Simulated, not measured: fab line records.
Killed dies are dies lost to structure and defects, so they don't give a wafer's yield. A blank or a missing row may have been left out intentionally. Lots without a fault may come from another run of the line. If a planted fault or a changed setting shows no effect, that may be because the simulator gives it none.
fab line records -- flow nand-harc -- part 1 of 2: steps 1 to 22 of 33
record lots=5, wafers=15, last-day=31
route steps=1302 shown P_ZERO_WELL@29
lots untouched by any fault: they come from a run of this same line in which no faults occurred
start-h: hours from the record's first day to the start of the lot's first wafer shown -- wait-h: how many hours have passed since the lot's step before this one -- " unchanged from the row above -- L1.1+2: several wafers, shown together as one row -- - value missing, or start not given -- * or withheld: withheld -- < > ~ a bound
route shown NAME@n: NAME is a module with steps in the file, n the number in the route of the first one -- usual: mean and standard deviation over wafers with no fault -- same: alike in all rows -- chamber/n: place in a boat -- sites: per-site readings -- _std_site: standard deviation across them -- _edge_site: outer sites' mean less inner sites' -- radius-mm: how far each site lies from the wafer's centre -- mask NAME#n: copy n -- behind: tool/chamber where the wafer was last shaped -- hold: the reason the lot was held/the length of the hold in hours/how it ended -- device: transistor that didn't switch, given as n, p or np -- end of line: at the end of the route, the tests of the same wafers -- a step without rows: its recipe alone -- killed: count of dies lost to structure and defects at first sort (not the wafer's yield) -- map: per-die view of a wafer (x killed, . not killed, _ where there is no die)
set.NAME: the run value of the setting; set.NAME@STEP: its run value at that earlier step -- model.NAME: the simulator's own value behind a step, which no gauge read
certain route steps with their lots: each step a table, each wafer a row
services: when a tool's chamber went out of use (start-h, in hours from the record's first day, below 0 if earlier), for how many hours, and the reason
## steps
# step NHARC_P_ZERO_WELL_CD_MEAS_24
# recipe target-cd-nm=720, landing-energy-ev=500
# usual cd-nm=721.4/2
lot.wafer,tool,chamber,start-h,wait-h,cd-nm
L075.2,cd-sem-03,0,32.72,-,721.6
L075.5,cd-sem-03,0,32.72,-,718.0
L075.6,cd-sem-03,0,32.72,-,719.3
L077.3,cd-sem-03,0,52.49,-,718.4
L077.5,cd-sem-03,0,52.49,-,720.3
L077.6,cd-sem-03,0,52.49,-,718.7
L082.3,cd-sem-02,0,102.63,-,720.8
L082.5,cd-sem-02,0,102.63,-,719.5
L082.6,cd-sem-02,0,102.63,-,723.6
L088.2,cd-sem-03,0,162.58,-,723.1
L088.5,cd-sem-03,0,162.58,-,721.6
L088.6,cd-sem-03,0,162.58,-,724.3
L094.1,cd-sem-03,0,222.75,-,721.0
L094.3,cd-sem-03,0,222.75,-,720.9
L094.4,cd-sem-03,0,222.75,-,724.4
# step NHARC_P_ZERO_WELL_HARDBAKE_25
# recipe temp-c=125, time-s=80
# usual exhaust-pa=45.2/0.89
lot.wafer,tool,chamber,start-h,wait-h,exhaust-pa
L075.2,litho-track-07,0,32.80,-,44.7
L075.5,litho-track-07,0,32.80,-,44.7
L075.6,litho-track-07,0,32.80,-,44.7
L077.3,litho-track-07,0,52.58,-,45.9
L077.5,litho-track-07,0,52.58,-,45.3
L077.6,litho-track-07,0,52.58,-,45.6
L082.3,litho-track-02,0,102.71,-,45.7
L082.5,litho-track-02,0,102.71,-,45.1
L082.6,litho-track-02,0,102.71,-,46.0
L088.2,litho-track-03,0,162.66,-,44.9
L088.5,litho-track-03,0,162.66,-,44.0
L088.6,litho-track-03,0,162.66,-,44.1
L094.1,litho-track-07,0,222.83,-,44.4
L094.3,litho-track-07,0,222.83,-,45.4
L094.4,litho-track-07,0,222.83,-,45.6
# step NHARC_P_ZERO_WELL_DESCUM_26
# recipe time-s=3, o2-flow-sccm=200, ar-flow-sccm=0, bias-power-w=0, chemistry=O2
# usual drypump-motor-current-A=5.7/0.41, oes-product-au=0.997/0.012, rf-vpp-V=57.8/0.88, showerhead-plenum-p-Torr=1.94/0.094, throttle-valve-pct=11.310/0.0086
lot.wafer,tool,chamber,start-h,wait-h,drypump-motor-current-A,oes-product-au,rf-hours-counter-h,rf-vpp-V,showerhead-plenum-p-Torr,throttle-valve-pct
L075.2,rie-diel-02,1,32.91,-,5.4,1.004,48,59.3,1.99,11.310
L075.5,rie-diel-02,2,32.91,-,5.9,1.011,-,56.4,1.85,11.311
L075.6,rie-diel-02,3,32.91,-,5.2,0.979,-,55.9,1.76,11.296
L077.3,rie-diel-13,1,52.67,-,6.1,0.987,21,59.3,2.07,11.305
L077.5,rie-diel-13,3,52.67,-,5.2,1.010,-,58.5,2.03,11.305
L077.6,rie-diel-13,0,52.67,-,6.3,1.004,-,58.4,1.82,11.315
L082.3,rie-diel-02,0,102.82,-,5.6,0.996,21,55.8,1.83,11.307
L082.6,rie-diel-02,2,102.82,-,5.9,0.983,-,55.7,1.85,11.329
L082.5,rie-diel-02,3,102.82,-,5.3,0.989,-,57.6,2.07,11.321
L088.2,rie-diel-13,0,162.75,-,6.3,1.000,61,57.4,1.81,11.313
L088.6,rie-diel-13,3,162.75,-,5.2,1.010,-,57.0,2.02,11.327
L088.5,rie-diel-13,0,162.75,-,6.3,1.009,-,56.4,1.81,11.302
L094.4,rie-diel-01,2,222.92,-,5.7,0.992,5,56.7,1.87,11.324
L094.1,rie-diel-01,3,222.92,-,5.1,0.990,4,57.2,1.98,11.314
L094.3,rie-diel-01,0,222.92,-,6.1,1.010,4,57.5,1.85,11.299
# step NHARC_P_ZERO_WELL_IMPLANT_27
# recipe energy-kev=600, dose-cm2=1e+13, tilt-deg=7
# usual beam-energy-keV=600.02/0.19, beam-on-s=9.99/0.21, end-station-pressure-torr=5.08e-06/2.5e-07
lot.wafer,tool,chamber,start-h,wait-h,beam-energy-keV,beam-on-s,end-station-pressure-torr
L075.2,implanter-02,0,33.05,0.1,600.03,10.06,4.89e-06
L075.5,implanter-02,0,33.05,0.1,600.16,10.36,4.97e-06
L075.6,implanter-02,0,33.05,0.1,600.00,10.06,5.32e-06
L077.3,implanter-02,0,52.85,0.2,600.45,9.87,4.93e-06
L077.5,implanter-02,0,52.85,0.2,599.96,9.98,5.34e-06
L077.6,implanter-02,0,52.85,0.2,600.44,10.14,5.44e-06
L082.3,implanter-02,0,103.02,0.2,599.96,10.03,4.65e-06
L082.5,implanter-02,0,103.02,0.2,600.20,10.11,5e-06
L082.6,implanter-02,0,103.02,0.2,600.01,10.01,4.82e-06
L088.2,implanter-02,0,162.91,0.2,600.22,9.97,5.15e-06
L088.5,implanter-02,0,162.91,0.2,600.06,9.64,5.22e-06
L088.6,implanter-02,0,162.91,0.2,600.10,10.28,5.19e-06
L094.1,implanter-01,0,223.06,0.1,600.20,9.83,4.79e-06
L094.3,implanter-01,0,223.06,0.1,600.09,10.24,4.72e-06
L094.4,implanter-01,0,223.06,0.1,599.93,9.93,5.34e-06
# step NHARC_P_ZERO_WELL_IMPLANT_57
# recipe energy-kev=250, dose-cm2=4e+12, tilt-deg=7
# usual beam-energy-keV=250.00/0.087, beam-on-s=10.01/0.21, end-station-pressure-torr=5.05e-06/2.7e-07
lot.wafer,tool,chamber,start-h,wait-h,beam-energy-keV,beam-on-s,end-station-pressure-torr
L075.2,implanter-02,0,33.23,0.1,250.05,10.09,5.23e-06
L075.5,implanter-02,0,33.23,0.1,249.96,10.28,5.36e-06
L075.6,implanter-02,0,33.23,0.1,250.09,9.80,5.23e-06
L077.3,implanter-02,0,53.03,0.1,250.04,9.81,5.3e-06
L077.5,implanter-02,0,53.03,0.1,249.96,9.64,5.05e-06
L077.6,implanter-02,0,53.03,0.1,250.00,9.99,4.84e-06
L082.3,implanter-02,0,103.20,0.1,250.13,10.49,4.7e-06
L082.5,implanter-02,0,103.20,0.1,250.21,10.06,4.72e-06
L082.6,implanter-02,0,103.20,0.1,250.10,9.98,4.87e-06
L088.2,implanter-02,0,163.09,0.1,250.03,10.19,5.05e-06
L088.5,implanter-02,0,163.09,0.1,250.03,9.97,5.3e-06
L088.6,implanter-02,0,163.09,0.1,249.96,9.95,5.39e-06
L094.1,implanter-01,0,223.24,0.1,249.98,10.10,4.94e-06
L094.3,implanter-01,0,223.24,0.1,249.89,10.21,5.5e-06
L094.4,implanter-01,0,223.24,0.1,250.02,9.90,5.03e-06
# step NHARC_P_ZERO_WELL_IMPLANT_58
# recipe energy-kev=100, dose-cm2=2e+12, tilt-deg=7
# usual beam-energy-keV=99.991/0.029, beam-on-s=10.01/0.21, end-station-pressure-torr=5.06e-06/2.5e-07
lot.wafer,tool,chamber,start-h,wait-h,beam-energy-keV,beam-on-s,end-station-pressure-torr
L075.2,implanter-02,0,33.41,0.1,99.972,9.69,5.32e-06
L075.5,implanter-02,0,33.41,0.1,99.983,9.99,4.78e-06
L075.6,implanter-02,0,33.41,0.1,100.02,9.65,5.44e-06
L077.3,implanter-02,0,53.21,0.1,100.01,9.81,4.85e-06
L077.5,implanter-02,0,53.21,0.1,100.05,10.24,5.14e-06
L077.6,implanter-02,0,53.21,0.1,99.985,9.90,4.81e-06
L082.3,implanter-02,0,103.38,0.1,99.932,10.14,5.46e-06
L082.5,implanter-02,0,103.38,0.1,100.01,10.10,4.98e-06
L082.6,implanter-02,0,103.38,0.1,99.958,9.76,5.04e-06
L088.2,implanter-02,0,163.27,0.1,100.02,9.57,5.03e-06
L088.5,implanter-02,0,163.27,0.1,100.01,9.86,5.26e-06
L088.6,implanter-02,0,163.27,0.1,100.01,10.18,5.19e-06
L094.1,implanter-01,0,223.42,0.2,99.954,9.95,5.18e-06
L094.3,implanter-01,0,223.42,0.2,100.00,9.93,4.86e-06
L094.4,implanter-01,0,223.42,0.2,99.973,10.27,4.81e-06
# step NHARC_P_ZERO_WELL_STRIP_28
# recipe time-s=840, temp-c=130, chemistry=SPM
lot.wafer,tool,chamber,start-h,wait-h
L075.6+5+2,wet-bench-09,"3,7,0",33.59,0.0
L077.6+3+5,wet-bench-09,"2,5,6",53.37,0.0
L082.5+3+6,wet-bench-09,"5,6,7",103.53,0.1
L088.2+5+6,wet-bench-09,"0,1,4",163.45,0.2
L094.3+4+1,wet-bench-04,"1,5,6",223.63,0.1
# step NHARC_P_ZERO_WELL_DEHYDRATE_29
# recipe temp-c=150, time-s=120
# usual exhaust-pa=45.0/0.93
lot.wafer,tool,chamber,start-h,wait-h,exhaust-pa
L075.2,litho-track-03,0,33.92,-,45.2
L075.5,litho-track-03,0,33.92,-,44.4
L075.6,litho-track-03,0,33.92,-,45.5
L077.3,litho-track-07,0,53.69,-,45.6
L077.5,litho-track-07,0,53.69,-,45.1
L077.6,litho-track-07,0,53.69,-,44.4
L082.3,litho-track-07,0,103.87,-,44.8
L082.5,litho-track-07,0,103.87,-,44.4
L082.6,litho-track-07,0,103.87,-,44.0
L088.2,litho-track-03,0,163.78,-,46.7
L088.5,litho-track-03,0,163.78,-,45.4
L088.6,litho-track-03,0,163.78,-,45.0
L094.1,litho-track-07,0,223.96,-,46.1
L094.3,litho-track-07,0,223.96,-,45.3
L094.4,litho-track-07,0,223.96,-,43.5
# step NHARC_P_ZERO_WELL_HMDS_30
# recipe time-s=30
# usual exhaust-pa=45.1/0.81
lot.wafer,tool,chamber,start-h,wait-h,exhaust-pa
L075.2,litho-track-03,0,-,-,44.4
L075.5,litho-track-03,0,-,-,45.0
L075.6,litho-track-03,0,-,-,46.6
L077.3,litho-track-07,0,-,-,45.4
L077.5,litho-track-07,0,-,-,45.6
L077.6,litho-track-07,0,-,-,44.8
L082.3,litho-track-07,0,-,-,43.7
L082.5,litho-track-07,0,-,-,44.6
L082.6,litho-track-07,0,-,-,45.3
L088.2,litho-track-03,0,-,-,45.7
L088.5,litho-track-03,0,-,-,45.5
L088.6,litho-track-03,0,-,-,45.8
L094.1,litho-track-07,0,-,-,45.5
L094.3,litho-track-07,0,-,-,45.5
L094.4,litho-track-07,0,-,-,46.0
# step NHARC_P_ZERO_WELL_COAT_31
# recipe spin-rpm=withheld
# usual exhaust-pa=45.1/0.95
lot.wafer,tool,chamber,start-h,wait-h,exhaust-pa
L075.2,litho-track-03,0,-,-,44.7
L075.5,litho-track-03,0,-,-,43.3
L075.6,litho-track-03,0,-,-,46.2
L077.3,litho-track-07,0,-,-,46.2
L077.5,litho-track-07,0,-,-,45.5
L077.6,litho-track-07,0,-,-,44.7
L082.3,litho-track-07,0,-,-,44.3
L082.5,litho-track-07,0,-,-,44.8
L082.6,litho-track-07,0,-,-,46.0
L088.2,litho-track-03,0,-,-,46.0
L088.5,litho-track-03,0,-,-,46.3
L088.6,litho-track-03,0,-,-,47.0
L094.1,litho-track-07,0,-,-,45.5
L094.3,litho-track-07,0,-,-,46.0
L094.4,litho-track-07,0,-,-,46.2
# step NHARC_P_ZERO_WELL_SOFTBAKE_32
# recipe temp-c=122, time-s=95
# usual exhaust-pa=45.1/0.83
lot.wafer,tool,chamber,start-h,wait-h,exhaust-pa
L075.2,litho-track-03,0,-,-,45.6
L075.5,litho-track-03,0,-,-,44.9
L075.6,litho-track-03,0,-,-,44.8
L077.3,litho-track-07,0,-,-,45.3
L077.5,litho-track-07,0,-,-,44.8
L077.6,litho-track-07,0,-,-,45.6
L082.3,litho-track-07,0,-,-,45.1
L082.5,litho-track-07,0,-,-,46.1
L082.6,litho-track-07,0,-,-,44.7
L088.2,litho-track-03,0,-,-,44.8
L088.5,litho-track-03,0,-,-,45.6
L088.6,litho-track-03,0,-,-,43.9
L094.1,litho-track-07,0,-,-,44.6
L094.3,litho-track-07,0,-,-,45.1
L094.4,litho-track-07,0,-,-,44.8
# step NHARC_P_ZERO_WELL_EBR_33
# usual exhaust-pa=45.1/0.92
lot.wafer,tool,chamber,start-h,wait-h,exhaust-pa
L075.2,litho-track-03,0,-,-,44.4
L075.5,litho-track-03,0,-,-,46.4
L075.6,litho-track-03,0,-,-,46.0
L077.3,litho-track-07,0,-,-,44.3
L077.5,litho-track-07,0,-,-,45.1
L077.6,litho-track-07,0,-,-,44.2
L082.3,litho-track-07,0,-,-,46.4
L082.5,litho-track-07,0,-,-,45.6
L082.6,litho-track-07,0,-,-,44.6
L088.2,litho-track-03,0,-,-,44.4
L088.5,litho-track-03,0,-,-,43.1
L088.6,litho-track-03,0,-,-,43.6
L094.1,litho-track-07,0,-,-,45.3
L094.3,litho-track-07,0,-,-,45.2
L094.4,litho-track-07,0,-,-,46.5
# step NHARC_P_ZERO_WELL_EXPOSE_34
# recipe na=0.6, target-cd-nm=720, dose-mj=22.31, mask-id=P_PWELL
# usual focus-offset-nm=0.1/0.46
lot.wafer,tool,chamber,start-h,wait-h,mask,focus-offset-nm
L075.2,krf-scanner-01,0,34.20,-,P_PWELL#0,0.3
L075.5,krf-scanner-01,0,34.20,-,P_PWELL#0,0.0
L075.6,krf-scanner-01,0,34.20,-,P_PWELL#0,0.3
L077.3,krf-scanner-01,0,53.98,-,P_PWELL#0,-0.1
L077.5,krf-scanner-01,0,53.98,-,P_PWELL#0,0.5
L077.6,krf-scanner-01,0,53.98,-,P_PWELL#0,0.6
L082.3,krf-scanner-03,0,104.02,-,P_PWELL#0,0.7
L082.5,krf-scanner-03,0,104.02,-,P_PWELL#0,0.8
L082.6,krf-scanner-03,0,104.02,-,P_PWELL#0,0.1
L088.2,krf-scanner-03,0,164.06,-,P_PWELL#0,0.1
L088.5,krf-scanner-03,0,164.06,-,P_PWELL#0,0.1
L088.6,krf-scanner-03,0,164.06,-,P_PWELL#0,0.2
L094.1,krf-scanner-04,0,224.23,-,P_PWELL#0,-1.1
L094.3,krf-scanner-04,0,224.23,-,P_PWELL#0,0.2
L094.4,krf-scanner-04,0,224.23,-,P_PWELL#0,0.6
# step NHARC_P_ZERO_WELL_PEB_35
# recipe peb-temp-c=118, peb-time-s=85
# usual exhaust-pa=44.7/1.1
# same peb-time-s=85
lot.wafer,tool,chamber,start-h,wait-h,exhaust-pa
L075.2,litho-track-07,0,34.26,0.1,46.6
L075.5,litho-track-07,0,34.26,0.1,43.9
L075.6,litho-track-07,0,34.26,0.1,44.7
L077.3,litho-track-03,0,54.04,0.1,44.7
L077.5,litho-track-03,0,54.04,0.1,45.3
L077.6,litho-track-03,0,54.04,0.1,45.0
L082.3,litho-track-02,0,104.08,0.1,46.0
L082.5,litho-track-02,0,104.08,0.1,47.2
L082.6,litho-track-02,0,104.08,0.1,45.6
L088.2,litho-track-07,0,164.12,0.1,43.3
L088.5,litho-track-07,0,164.12,0.1,43.9
L088.6,litho-track-07,0,164.12,0.1,44.4
L094.1,litho-track-07,0,224.30,0.1,43.7
L094.3,litho-track-07,0,224.30,0.1,44.9
L094.4,litho-track-07,0,224.30,0.1,43.3
# step NHARC_P_ZERO_WELL_DEVELOP_36
# recipe time-s=70
# usual exhaust-pa=44.7/0.97
lot.wafer,tool,chamber,start-h,wait-h,exhaust-pa
L075.2,litho-track-07,0,-,-,47.1
L075.5,litho-track-07,0,-,-,45.6
L075.6,litho-track-07,0,-,-,45.9
L077.3,litho-track-03,0,-,-,45.4
L077.5,litho-track-03,0,-,-,45.0
L077.6,litho-track-03,0,-,-,45.5
L082.3,litho-track-02,0,-,-,46.0
L082.5,litho-track-02,0,-,-,44.7
L082.6,litho-track-02,0,-,-,45.7
L088.2,litho-track-07,0,-,-,44.0
L088.5,litho-track-07,0,-,-,46.0
L088.6,litho-track-07,0,-,-,45.7
L094.1,litho-track-07,0,-,-,44.6
L094.3,litho-track-07,0,-,-,45.6
L094.4,litho-track-07,0,-,-,43.4
# step NHARC_P_ZERO_WELL_CD_MEAS_37
# recipe target-cd-nm=720, landing-energy-ev=500
# usual cd-nm=719.5/2
lot.wafer,tool,chamber,start-h,wait-h,cd-nm
L075.2,cd-sem-01,0,34.35,-,720.8
L075.5,cd-sem-01,0,34.35,-,718.3
L075.6,cd-sem-01,0,34.35,-,719.8
L077.3,cd-sem-03,0,54.13,-,722.3
L077.5,cd-sem-03,0,54.13,-,716.1
L077.6,cd-sem-03,0,54.13,-,718.0
L082.3,cd-sem-02,0,104.17,-,718.0
L082.5,cd-sem-02,0,104.17,-,719.5
L082.6,cd-sem-02,0,104.17,-,717.1
L088.2,cd-sem-03,0,164.21,-,717.7
L088.5,cd-sem-03,0,164.21,-,722.9
L088.6,cd-sem-03,0,164.21,-,721.1
L094.1,cd-sem-02,0,224.39,-,717.1
L094.3,cd-sem-02,0,224.39,-,717.8
L094.4,cd-sem-02,0,224.39,-,719.0
# step NHARC_P_ZERO_WELL_HARDBAKE_38
# recipe temp-c=125, time-s=80
# usual exhaust-pa=45.3/0.82
lot.wafer,tool,chamber,start-h,wait-h,exhaust-pa
L075.2,litho-track-02,0,34.43,-,45.2
L075.5,litho-track-02,0,34.43,-,44.3
L075.6,litho-track-02,0,34.43,-,43.8
L077.3,litho-track-07,0,54.21,-,44.3
L077.5,litho-track-07,0,54.21,-,44.8
L077.6,litho-track-07,0,54.21,-,44.8
L082.3,litho-track-07,0,104.25,-,46.3
L082.5,litho-track-07,0,104.25,-,45.0
L082.6,litho-track-07,0,104.25,-,46.7
L088.2,litho-track-03,0,164.29,-,45.0
L088.5,litho-track-03,0,164.29,-,45.3
L088.6,litho-track-03,0,164.29,-,45.1
L094.1,litho-track-02,0,224.47,-,44.3
L094.3,litho-track-02,0,224.47,-,45.2
L094.4,litho-track-02,0,224.47,-,44.5
# step NHARC_P_ZERO_WELL_DESCUM_39
# recipe time-s=3, o2-flow-sccm=200, ar-flow-sccm=0, bias-power-w=0, chemistry=O2
# usual drypump-motor-current-A=5.6/0.37, oes-product-au=0.994/0.011, rf-vpp-V=57.8/0.85, showerhead-plenum-p-Torr=1.93/0.089, throttle-valve-pct=11.311/0.0091
lot.wafer,tool,chamber,start-h,wait-h,drypump-motor-current-A,oes-product-au,rf-hours-counter-h,rf-vpp-V,showerhead-plenum-p-Torr,throttle-valve-pct
L075.2,rie-diel-02,2,34.53,-,5.9,0.997,53,57.0,1.85,11.306
L075.5,rie-diel-02,1,34.53,-,5.4,0.989,-,57.9,1.99,11.309
L075.6,rie-diel-02,2,34.53,-,6.0,1.005,-,58.3,1.85,11.293
L077.3,rie-diel-13,3,54.31,-,5.2,1.005,20,58.6,2.03,11.315
L077.6,rie-diel-13,1,54.31,-,6.1,0.984,-,58.2,2.07,11.309
L077.5,rie-diel-13,2,54.31,-,5.5,0.992,-,59.5,2.07,11.322
L082.3,rie-diel-13,3,104.34,-,5.2,1.016,39,58.3,2.02,11.308
L082.5,rie-diel-13,2,104.34,-,5.5,0.990,-,59.4,2.06,11.295
L082.6,rie-diel-13,0,104.34,-,6.3,1.005,-,57.3,1.82,11.320
L088.2,rie-diel-02,0,164.37,-,5.6,0.989,38,57.1,1.82,11.315
L088.5,rie-diel-02,0,164.37,-,5.6,1.000,-,56.9,1.82,11.288
L088.6,rie-diel-02,1,164.37,-,5.3,1.003,-,56.9,1.99,11.291
L094.3,rie-diel-13,0,224.56,-,6.3,0.994,19,56.6,1.81,11.327
L094.4,rie-diel-13,1,224.56,-,6.1,0.999,13,59.8,2.05,11.302
L094.1,rie-diel-13,2,224.56,-,5.5,0.994,19,58.3,2.05,11.316
# step NHARC_P_ZERO_WELL_IMPLANT_40
# recipe energy-kev=300, dose-cm2=1e+13, tilt-deg=7
# usual beam-energy-keV=299.99/0.093, beam-on-s=10.02/0.21, end-station-pressure-torr=5.13e-06/2.4e-07
lot.wafer,tool,chamber,start-h,wait-h,beam-energy-keV,beam-on-s,end-station-pressure-torr
L075.2,implanter-01,0,34.69,0.2,299.96,9.33,5.31e-06
L075.5,implanter-01,0,34.69,0.2,300.07,9.70,5.2e-06
L075.6,implanter-01,0,34.69,0.2,300.00,9.93,5.6e-06
L077.3,implanter-01,0,54.49,0.2,299.98,10.16,4.63e-06
L077.5,implanter-01,0,54.49,0.2,299.92,10.51,4.53e-06
L077.6,implanter-01,0,54.49,0.2,299.93,9.88,5.29e-06
L082.3,implanter-01,0,104.56,0.2,300.07,9.99,5.29e-06
L082.5,implanter-01,0,104.56,0.2,300.10,10.17,5.41e-06
L082.6,implanter-01,0,104.56,0.2,299.97,9.96,5.34e-06
L088.2,implanter-01,0,164.55,0.2,299.95,10.06,5.26e-06
L088.5,implanter-01,0,164.55,0.2,300.17,9.67,5.42e-06
L088.6,implanter-01,0,164.55,0.2,299.82,9.69,5.43e-06
L094.1,implanter-02,0,224.70,0.1,299.94,9.94,5.44e-06
L094.3,implanter-02,0,224.70,0.1,299.90,10.35,5.56e-06
L094.4,implanter-02,0,224.70,0.1,299.93,9.88,5.54e-06
# step NHARC_P_ZERO_WELL_IMPLANT_59
# recipe energy-kev=120, dose-cm2=5e+12, tilt-deg=7
# usual beam-energy-keV=120.00/0.045, beam-on-s=10.03/0.21, end-station-pressure-torr=5.03e-06/2.6e-07
lot.wafer,tool,chamber,start-h,wait-h,beam-energy-keV,beam-on-s,end-station-pressure-torr
L075.2,implanter-01,0,34.87,0.1,119.98,10.11,4.86e-06
L075.5,implanter-01,0,34.87,0.1,119.95,10.08,5.32e-06
L075.6,implanter-01,0,34.87,0.1,119.98,10.13,5.11e-06
L077.3,implanter-01,0,54.67,0.2,120.06,10.09,4.95e-06
L077.5,implanter-01,0,54.67,0.2,120.00,10.09,5.23e-06
L077.6,implanter-01,0,54.67,0.2,120.02,9.96,5.49e-06
L082.3,implanter-01,0,104.74,0.1,120.03,10.17,4.92e-06
L082.5,implanter-01,0,104.74,0.1,120.07,9.82,5e-06
L082.6,implanter-01,0,104.74,0.1,120.03,9.83,4.69e-06
L088.2,implanter-01,0,164.73,0.1,119.95,9.67,5.28e-06
L088.5,implanter-01,0,164.73,0.1,120.06,10.01,5.43e-06
L088.6,implanter-01,0,164.73,0.1,119.98,9.97,5.2e-06
L094.1,implanter-02,0,224.88,0.1,120.08,10.40,4.91e-06
L094.3,implanter-02,0,224.88,0.1,120.03,10.11,5.03e-06
L094.4,implanter-02,0,224.88,0.1,120.01,10.06,4.96e-06
# step NHARC_P_ZERO_WELL_IMPLANT_60
# recipe energy-kev=30, dose-cm2=2e+12, tilt-deg=7
# usual beam-energy-keV=30.002/0.011, beam-on-s=9.99/0.2, end-station-pressure-torr=5.04e-06/2.5e-07
lot.wafer,tool,chamber,start-h,wait-h,beam-energy-keV,beam-on-s,end-station-pressure-torr
L075.2,implanter-01,0,35.05,0.2,30.007,9.59,4.92e-06
L075.5,implanter-01,0,35.05,0.2,30.015,9.53,5.27e-06
L075.6,implanter-01,0,35.05,0.2,30.004,9.93,4.6e-06
L077.3,implanter-01,0,54.85,0.1,30.002,9.96,5.16e-06
L077.5,implanter-01,0,54.85,0.1,30.002,9.77,4.94e-06
L077.6,implanter-01,0,54.85,0.1,30.004,10.06,5.12e-06
L082.3,implanter-01,0,104.92,0.2,29.996,9.82,5.38e-06
L082.5,implanter-01,0,104.92,0.2,29.997,10.01,5.03e-06
L082.6,implanter-01,0,104.92,0.2,30.021,10.06,4.66e-06
L088.2,implanter-01,0,164.91,0.2,29.992,10.09,5.31e-06
L088.5,implanter-01,0,164.91,0.2,29.981,10.12,5.05e-06
L088.6,implanter-01,0,164.91,0.2,29.984,9.98,5.06e-06
L094.1,implanter-02,0,225.06,0.2,30.004,10.19,4.72e-06
L094.3,implanter-02,0,225.06,0.2,29.997,10.29,4.85e-06
L094.4,implanter-02,0,225.06,0.2,30.000,10.16,4.49e-06
# step NHARC_P_ZERO_WELL_STRIP_41
# recipe time-s=840, temp-c=130, chemistry=SPM
lot.wafer,tool,chamber,start-h,wait-h
L075.6+5+2,wet-bench-09,"3,4,7",35.24,0.0
L077.5+3+6,wet-bench-07,"4,5,1",55.01,0.1
L082.6+5+3,wet-bench-09,"7,1,2",105.07,0.0
L088.5+6+2,wet-bench-09,"3,4,5",165.09,0.1
L094.1+4+3,wet-bench-04,"0,1,2",225.27,0.2
